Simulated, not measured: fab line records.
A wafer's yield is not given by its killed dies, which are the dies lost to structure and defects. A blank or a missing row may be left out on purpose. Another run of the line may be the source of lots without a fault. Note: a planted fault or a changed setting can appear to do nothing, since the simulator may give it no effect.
Chamber matching | flow nandHarc | NHARC_A_DECK1_JOINT_CMP_13 on cmp-04: 4 sister chambers
The step polishes, target thk 51.023 nm. 8 wafers are shown with their chamber, then 7 later ones without.

== EACH WAFER AND ITS CHAMBER ==
wafer  | chamber | motorCurrentA (A) | timeToEndpointS (s)
L078.3 | 0       | 12.2              | 9.4
L078.5 | 2       | 11.0              | 8.7
L083.1 | 3       | 12.5              | 6.8
L083.6 | 3       | 13.2              | 5.7
L086.1 | 2       | 11.8              | 6.4
L086.6 | 1       | 10.6              | 7.4
L091.1 | 1       | 10.6              | 8.7
L091.4 | 0       | 12.5              | 9.2

== WAFERS MISSING THEIR CHAMBER ==
wafer  | motorCurrentA (A) | timeToEndpointS (s)
L091.5 | 13.6              | 5.7
L093.1 | 10.9              | 8.9
L093.4 | 13.0              | 10.6
L093.5 | 13.0              | 6.8
L096.1 | 10.8              | 6.4
L096.2 | 12.0              | 9.8
L096.5 | 10.6              | 6.9

== THE CHAMBER EACH PASSED THROUGH ==
wafer  | from the rows above     | in truth
L091.5 | 3                       | 3
L093.1 | can't be placed: 1 or 2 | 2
L093.4 | 0                       | 0
L093.5 | 3                       | 3
L096.1 | can't be placed: 1 or 2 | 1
L096.2 | can't be placed: 0 or 2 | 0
L096.5 | can't be placed: 1 or 2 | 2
Correctly placed: 3 of 7. Can't be placed from these rows: 4 (the true chamber is among the candidates in 4). Placed wrongly: 0.
How it was worked out, from the rows above alone: a wafer's distance from a chamber is the root of the sum, over the readings, of the square of ((its reading less the chamber's mean) divided by the reading's scatter). If the next closest chamber is less than 2 further off than the closest, the wafer can't be placed; otherwise it belongs to the closest. Each chamber's mean is taken over the wafers shown for it. The scatter: the root of (the sum of the squares of (reading less its chamber's mean) over the shown wafers, divided by (wafers less chambers)).
